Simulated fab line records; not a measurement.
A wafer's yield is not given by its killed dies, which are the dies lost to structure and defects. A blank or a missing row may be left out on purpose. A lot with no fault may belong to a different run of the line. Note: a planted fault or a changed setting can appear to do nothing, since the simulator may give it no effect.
Chamber matching | flow n5_finfet | rie_diel-05 running N5_BEOL_M7_ETCH_61: 4 sister chambers
The step etches SiARC in CF4, target depth 45.5 nm, time 75.8 s. 14 wafers are shown with their chamber, then 7 later ones without.

## WAFERS WITH THEIR CHAMBER
wafer  | chamber | showerhead_plenum_p_Torr (Torr) | oes_product_au (a.u.) | drypump_motor_current_A (A)
L078.1 | 1       | 2.12                            | 0.57                  | 5.67
L078.3 | 0       | 2.11                            | 0.59                  | 5.81
L078.5 | 2       | 2.27                            | 0.73                  | 5.81
L077.2 | 1       | 2.12                            | 0.57                  | 5.67
L077.3 | 2       | 2.27                            | 0.75                  | 5.81
L077.4 | 3       | 2.06                            | 0.63                  | 6.00
L081.1 | 0       | 2.11                            | 0.58                  | 5.81
L081.5 | 3       | 2.05                            | 0.62                  | 5.97
L081.6 | 0       | 2.11                            | 0.58                  | 5.79
L083.2 | 3       | 2.05                            | 0.63                  | 5.99
L083.4 | 2       | 2.26                            | 0.73                  | 5.84
L083.6 | 0       | 2.11                            | 0.58                  | 5.81
L085.2 | 3       | 2.05                            | 0.62                  | 6.02
L085.3 | 2       | 2.26                            | 0.72                  | 5.83

SIGNATURES, as means of the wafers listed above
reading                  | chamber 0 | chamber 1 | chamber 2 | chamber 3 | scatter within a chamber
showerhead_plenum_p_Torr | 2.1100    | 2.1200    | 2.2650    | 2.0525    | 0.00418
oes_product_au           | 0.5825    | 0.5700    | 0.7325    | 0.6250    | 0.00806
drypump_motor_current_A  | 5.8050    | 5.6700    | 5.8225    | 5.9950    | 0.0151
Rule: a wafer lies at a distance from a chamber equal to the root of the sum of squares, over the readings, of (its reading less the chamber's mean, divided by the reading's scatter). If the next closest chamber is less than 2 further off than the closest, the wafer can't be placed; otherwise it belongs to the closest. How the scatter is found: for the shown wafers, subtract from each reading the mean of its chamber, square and add these, divide the total by (wafers less chambers), then take the root.

## WAFERS MISSING THEIR CHAMBER
wafer  | showerhead_plenum_p_Torr (Torr) | oes_product_au (a.u.) | drypump_motor_current_A (A)
L085.6 | 2.26                            | 0.72                  | 5.82
L086.3 | 2.11                            | 0.81                  | 5.66
L086.4 | 2.05                            | 0.61                  | 5.99
L086.6 | 2.11                            | 0.83                  | 5.82
L092.1 | 2.26                            | 0.72                  | 5.81
L092.2 | 2.05                            | 0.61                  | 6.02
L092.5 | 2.05                            | 0.61                  | 5.99

## CHAMBER TAKEN BY EACH
wafer  | from the rows above     | in truth
L085.6 | 2                       | 2
L086.3 | can't be placed: 0 or 1 | 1
L086.4 | 3                       | 3
L086.6 | can't be placed: 0 or 3 | 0
L092.1 | 2                       | 2
L092.2 | 3                       | 3
L092.5 | 3                       | 3
Correct placement for 5 of the 7. Unplaceable from these rows: 2, with the true chamber sitting among the candidates in 2. 0 placed wrongly.
